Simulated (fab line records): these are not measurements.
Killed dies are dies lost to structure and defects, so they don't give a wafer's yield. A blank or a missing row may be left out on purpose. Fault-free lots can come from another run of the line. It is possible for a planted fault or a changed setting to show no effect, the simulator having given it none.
Comparing a struck lot with a sound one :: flow nandHarc :: 13 out of 1302 route steps
Sound: wafers L756.1, L756.2, L756.6. Struck: wafer L768.6 (L768.1, L768.4, from the same lot, were not struck and are left out); the cause is given at the end.
At each step with rows: each side's tool, then ch and its chambers, then its first start. Under that, the readings that differ: sound wafers :: struck wafers :: difference of the means :: sigmas: that difference in standard deviations of wafers without a fault.
alike: readings with means less than 2 such deviations apart, plus words and numbers identical on both sides. not compared: withheld readings, readings lacking a value on some wafer, bounds such as >300 that could conceal the same value, and numbers that have no deviation in the record and whose values overlap.
A row with sigmas, a row that says differs or no value, or rows on one side alone: a step with any of these is where the two part. When numbers do not overlap yet have no deviation, they are printed without sigmas and do not part them. A reading missing from all wafers of one side parts the sides only when that side holds two or more wafers.

first, 1 step without rows for these wafers: NHARC_A_WL_FILL_CVD_03 (deposits W, target thk 40 nm, time 279 s).
NHARC_A_WL_FILL_ETCHBACK_04: etches the open film in NF3, target depth 60 nm, time 120 s.
  sound on rieMetal-01 ch 0,1, day 22 22:20; struck on rieMetal-01 ch 1, day 28 06:32
  alike: drypumpMotorCurrentA, oesProductAu, runLengthS
  not compared: rfHoursCounterH
NHARC_A_WL_FILL_ETCHBACK_05: etches the open film in Cl2/BCl3, target depth 22 nm, time 60 s.
  sound on rieMetal-01 ch 0,1, day 22 22:34; struck on rieMetal-01 ch 0, day 28 06:47
  alike: drypumpMotorCurrentA, oesProductAu, runLengthS
  not compared: rfHoursCounterH
then, 5 steps without rows for these wafers: NHARC_A_WL_FILL_STRIP_27 (strips in N2/H2, time 20 s); NHARC_A_WL_FILL_STRIP_28 (strips in post etch residue remover, time 1200 s); NHARC_A_WL_FILL_PRECLEAN_06 (cleans in DIW, time 300 s); NHARC_A_WL_FILL_SRD_07; NHARC_A_WL_FILL_ANNEAL_08 (time 1800 s).
NHARC_A_WL_FILL_ALD_10: deposits SiO2, target thk 50 nm, pulse time 10 s, ald cycles 500.
  sound on aldHk-03 ch 0,2,3, day 23 04:44; struck on aldHk-02 ch 0, day 28 14:37
  alike: heaterPowerW, precursorPulseHeightRel
NHARC_A_WL_FILL_ETCHBACK_16: etches the open film in C4F8/O2/Ar, target depth 120 nm, time 24 s.
  sound on rieDiel-01 ch 0,2,3; struck on rieDiel-02 ch 2
  alike: oesProductAu, rfVppV, runLengthS
  not compared: rfHoursCounterH
NHARC_A_WL_FILL_STRIP_29: strips in O2, time 20 s.
  sound on rieDiel-01 ch 0,1,3, day 23 08:55; struck on rieDiel-02 ch 0, day 28 16:47
  alike: drypumpMotorCurrentA, oesProductAu, rfVppV, showerheadPlenumPTorr, throttleValvePct
  not compared: rfHoursCounterH
NHARC_A_WL_FILL_ETCHBACK_17: etches the open film in Cl2/BCl3, target depth 4 nm, time 26.7 s.
  sound on rieMetal-01 ch 0,1, day 23 09:00; struck on rieMetal-03 ch 0, day 28 16:53
reading: oesProductAu (a.u.)
sound: 0.992 0.995 0.992
struck: 1.008
difference: +0.015
sigmas: +2

reading: runLengthS (s)
sound: 47.9 47.9 48.3
struck: 34.8
difference: -13.2
sigmas: -40
  alike: drypumpMotorCurrentA
  not compared: rfHoursCounterH
then, 1 step without rows for these wafers: NHARC_A_WL_FILL_PRECLEAN_18 (cleans in dHF, time 30 s).

WHERE THEY PART
At NHARC_A_WL_FILL_ETCHBACK_17 and nowhere else, as far as this record goes.

WHY: what had been put in by the simulator
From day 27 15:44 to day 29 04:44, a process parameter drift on rieMetal-03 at NHARC_A_WL_FILL_ETCHBACK_17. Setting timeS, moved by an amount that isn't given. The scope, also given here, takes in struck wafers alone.
